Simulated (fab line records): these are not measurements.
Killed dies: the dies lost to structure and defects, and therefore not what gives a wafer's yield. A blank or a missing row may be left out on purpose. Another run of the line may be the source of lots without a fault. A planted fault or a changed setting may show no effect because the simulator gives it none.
Struck lot and sound lot, side by side	flow n5-finfet	15 out of 1938 route steps
Sound: the wafers L644.1, L644.2, L644.4. Struck: wafer L634.1 (L634.2, L634.5, from the same lot, were not struck and are left out); the cause is given at the end.
For every step that has rows: the tool of each side, followed by ch and its chambers, followed by its first start. Under that, the readings that differ: sound wafers	struck wafers	difference of the means	sigmas: that difference in standard deviations of wafers without a fault.
alike: a reading whose means differ by less than 2 such deviations, as well as words and numbers matching on both sides. not compared: withheld readings; readings where some wafer has no value; bounds like >300 that might hide an equal value; numbers whose values overlap and for which the record gives no deviation.
A row with sigmas, a row that says differs or no value, or rows on one side alone: a step with any of these is where the two part. Numbers that don't overlap but have no deviation are shown without sigmas and don't part them. A reading missing from all wafers of one side parts the sides only when that side holds two or more wafers.

first, 4 steps without rows for these wafers: N5_SD_EPI_N_SOFTBAKE_04 (time 60 s); N5_SD_EPI_N_EXPOSE_06 (exposes mask SD N BLK, target cd 120 nm); N5_SD_EPI_N_PEB_07 (peb time 60 s); N5_SD_EPI_N_DEVELOP_08 (develop time 30 s).
N5_SD_EPI_N_CD_MEAS_09: target cd 120 nm.
  sound on cd-sem-02 ch 0, day 7 08:29; struck on cd-sem-03 ch 0, day 4 20:43
  alike: cd-nm
N5_SD_EPI_N_OVL_MEAS_10:
  sound on overlay-02 ch 0, day 7 08:31; struck on overlay-01 ch 0, day 4 20:45
  alike: SD_N_BLK_OVL
N5_SD_EPI_N_INSPECT_11: inspects for defects (macro).
  struck on defect-inspect-02, day 4 20:46; sound on defect-inspect-01, day 7 08:32
reading	sound	struck	difference	sigmas
raw-defect-count	3 0 0	4	+3	+2
N5_SD_EPI_N_DESCUM_14: chemistry O2, time 7.9 s.
  sound on rie-diel-02 ch 1,2,3, day 7 08:41; struck on rie-diel-04 ch 1, day 4 20:49
reading	sound	struck	difference	sigmas
rf-hours-counter-h (h)	7 70 45	6	-35	
  alike: drypump-motor-current-A, oes-product-au, rf-vpp-V, showerhead-plenum-p-Torr, throttle-valve-pct
N5_SD_EPI_N_ETCH_34: etches SiARC in CF4, target depth 45.5 nm, time 75.8 s.
  sound on rie-diel-02 ch 1,2,3, day 7 08:43; struck on rie-diel-04 ch 1, day 4 20:50
reading	sound	struck	difference	sigmas
rf-hours-counter-h (h)	7 70 45	6	-35	
  alike: bias-w, drypump-motor-current-A, etch-rf-on-time-s, oes-product-au, rf-vpp-V, showerhead-plenum-p-Torr, throttle-valve-pct
N5_SD_EPI_N_ETCH_35: etches SOC in N2/H2, overetch 108 nm, time 486 s.
  sound on rie-diel-02 ch 1,2,3, day 7 08:47; struck on rie-diel-04 ch 1, day 4 20:54
reading	sound	struck	difference	sigmas
rf-hours-counter-h (h)	7 70 45	6	-35	
  alike: bias-w, drypump-motor-current-A, oes-product-au, rf-vpp-V, showerhead-plenum-p-Torr, throttle-valve-pct
then, 1 step without rows for these wafers: N5_SD_EPI_N_STRIP_36 (strips in N2/H2).
N5_SD_EPI_N_ETCHBACK_44: etches SiNx in CH3F/O2, stops on SiO2, target depth 14.5 nm.
  sound on rie-diel-02 ch 1,2,3, day 7 09:06; struck on rie-diel-04 ch 1, day 4 21:13
reading	sound	struck	difference	sigmas
rf-hours-counter-h (h)	7 70 45	6	-35	
  alike: bias-w, drypump-motor-current-A, oes-product-au, rf-vpp-V, showerhead-plenum-p-Torr, throttle-valve-pct
N5_SD_EPI_N_ETCH_45: etches SiOCN in CH3F/O2, target depth 6 nm.
  sound on rie-diel-02 ch 1,2,3, day 7 09:12; struck on rie-diel-04 ch 1, day 4 21:19
reading	sound	struck	difference	sigmas
rf-hours-counter-h (h)	7 70 45	6	-35	
model.etch.depth-nm (nm)	6.027 5.82 5.936	4.234	-1.694	
  alike: bias-w, drypump-motor-current-A, oes-product-au, rf-vpp-V, showerhead-plenum-p-Torr, throttle-valve-pct
N5_SD_EPI_N_ETCH_16: etches SiO2 in CHF3/O2, target depth 5 nm.
  sound on rie-diel-02 ch 1,2,3, day 7 09:18; struck on rie-diel-04 ch 1, day 4 21:25
reading	sound	struck	difference	sigmas
rf-hours-counter-h (h)	7 70 45	6	-35	
  alike: bias-w, drypump-motor-current-A, oes-product-au, rf-vpp-V, showerhead-plenum-p-Torr, throttle-valve-pct
-- here the record skips 5 days between the struck wafers' starts before and after, leaving off in module SD_EPI_N and picking up in module BEOL_M4 (first step shown: number 1111 of the route) --
N5_BEOL_M4_RC_MEAS_101:
  sound on prober-01 ch 0, day 12 15:37; struck on prober-01 ch 0, day 9 18:42
reading	sound	struck	difference	sigmas
SS_N (mV/dec)	72.5 70.8 71.5	70.1	-1.5	-2
VT_N (mV)	250.1 253.1 251.5	259.3	+7.7	+3
  alike: DIBL_N, DIBL_P, IOFF_N, IOFF_P, ION_N, ION_P, SS_P, VT_P

WHERE THEY PART
At N5_SD_EPI_N_INSPECT_11 first; at N5_BEOL_M4_RC_MEAS_101 last (within this record only).

WHY: whatever the simulator had introduced
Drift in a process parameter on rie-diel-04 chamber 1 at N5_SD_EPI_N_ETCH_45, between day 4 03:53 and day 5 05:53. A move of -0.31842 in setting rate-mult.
